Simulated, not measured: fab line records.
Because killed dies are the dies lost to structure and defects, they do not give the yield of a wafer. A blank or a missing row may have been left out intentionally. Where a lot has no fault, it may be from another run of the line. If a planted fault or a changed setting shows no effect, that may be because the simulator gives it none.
Which of the tools did it? ; flow nand harc ; 15 lots, 45 wafers sampled, at 1 step of a route of 1302

WHAT EACH GAUGE READ, for each wafer
NHARC_P_CONTACT_CD_MEAS_12: target cd 90 nm.
lot;measured;on;cd nm (nm)
L870;day 6 03:38;cd sem-01;89.1 90.7 90.2
L872;day 6 14:23;cd sem-01;91.1 90.3 91.1
L873;day 7 07:35;cd sem-03;89.6 89.6 89.1
L875;day 7 20:44;cd sem-02;90.1 90.2 89.3
L876;day 8 12:33;cd sem-03;90.5 90.3 90.8
L877;day 8 13:25;cd sem-03;90.6 90.6 90.8
L879;day 9 14:01;cd sem-02;90.2 90.7 91.3
L880;day 10 03:44;cd sem-02;90.5 89.3 90.7
L881;day 10 06:37;cd sem-02;89.6 89.0 89.3
L882;day 11 00:38;cd sem-01;90.0 89.9 89.2
L884;day 11 22:50;cd sem-02;89.7 90.7 89.7
L885;day 12 00:28;cd sem-02;90.5 90.1 90.2
L889;day 13 14:48;cd sem-01;90.5 89.8 90.2
L890;day 14 05:17;cd sem-03;90.0 89.9 88.8
L891;day 14 15:31;cd sem-03;89.5 89.9 89.8

EACH LOT AND THE TOOL THAT RAN IT (in order: tool; ch and the chambers of the sampled wafers; start)
Before these readings, the record contains no process step.

AS READ BY THE TOOLS THEMSELVES (means over the sampled wafers that have a number; for cases with no such wafer, the mark the record gives instead)
The record holds no such reading with a usual standard deviation.

THE ANSWER, worked out from the rows above alone
Rule: usual is defined by the lots themselves. Put in order of their means at a reading, lots are off if they are a third of the lots or fewer, leave a main group of 4 or more, and stand apart from it by a gap of 3 or more times the standard deviation of the main group's means; of several such gaps the widest counts. Not used: any main group whose means are identical at the precision the tables above print for the reading. A lot without any number at a reading at which 4 lots or more have one is off too. Where the step has rows for the other lots, those lots are counted as sound. First the gauges in route order, then the tools' own readings, where a lot's mean is used as printed above. The first step at which some lot is off is used, and at that step the reading that is off furthest; a lot without a number counts as furthest.
No lot is off on any of the readings shown, so nothing can be concluded from this.

WHAT WAS PUT IN BY THE SIMULATOR
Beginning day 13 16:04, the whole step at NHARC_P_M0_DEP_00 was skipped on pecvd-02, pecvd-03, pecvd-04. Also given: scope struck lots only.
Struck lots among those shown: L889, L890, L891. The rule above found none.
